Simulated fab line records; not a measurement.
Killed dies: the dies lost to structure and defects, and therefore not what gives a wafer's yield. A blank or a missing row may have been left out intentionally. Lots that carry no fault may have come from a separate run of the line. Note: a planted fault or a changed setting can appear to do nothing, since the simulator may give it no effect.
Matching of chambers	flow n5Finfet	N5_HKMG_FIN_PWFM_ALD_03 on aldMetal-04: 4 sister chambers
The step deposits TiN, target thk 2 nm, pulse time 1 s, purge time 3 s. 14 wafers are shown with their chamber, then 7 later ones without.

== WAFERS WITH THEIR CHAMBER ==
wafer	chamber	heaterPowerW (W)	precursorPulseHeightRel
L074.4	3	909	0.976
L074.5	1	841	1.007
L074.6	0	918	0.969
L082.1	1	855	1.031
L082.3	0	889	0.982
L082.5	2	825	0.996
L083.1	2	826	1.001
L083.3	0	922	0.982
L083.4	3	923	1.008
L088.2	2	820	1.026
L088.4	3	940	0.998
L088.5	2	858	1.012
L089.2	0	896	1.011
L089.3	1	841	1.002

SIGNATURES (means of the wafers above)
reading	chamber 0	chamber 1	chamber 2	chamber 3	scatter within a chamber
heaterPowerW	906.25	845.67	832.25	924.00	15.2
precursorPulseHeightRel	0.98600	1.01333	1.00875	0.99400	0.0158
Rule: a wafer's distance from a chamber is the root of the sum, over the readings, of the square of ((its reading less the chamber's mean) divided by the reading's scatter). If the next closest chamber is less than 2 further off than the closest, the wafer can't be placed; otherwise it belongs to the closest. The scatter is the square root of a quotient: the sum, over the shown wafers, of each reading's squared deviation from its chamber's mean, divided by wafers minus chambers.

== WAFERS WITHOUT THEIR CHAMBER ==
wafer	heaterPowerW (W)	precursorPulseHeightRel
L089.5	827	0.985
L090.1	894	1.021
L090.2	932	0.984
L090.3	852	0.993
L090.4	839	1.003
L090.5	889	0.998
L090.6	843	1.005

== THE CHAMBER EACH PASSED THROUGH ==
wafer	from the rows above	in truth
L089.5	can't be placed: 2 or 1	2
L090.1	can't be placed: 0 or 3 or 1 or 2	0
L090.2	can't be placed: 3 or 0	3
L090.3	can't be placed: 1 or 2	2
L090.4	can't be placed: 2 or 1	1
L090.5	can't be placed: 0 or 3 or 1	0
L090.6	can't be placed: 1 or 2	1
Correctly placed: 0 of 7. From these rows, 7 cannot be placed; in 7 the true chamber is one of the candidates. Number placed wrongly: 0.
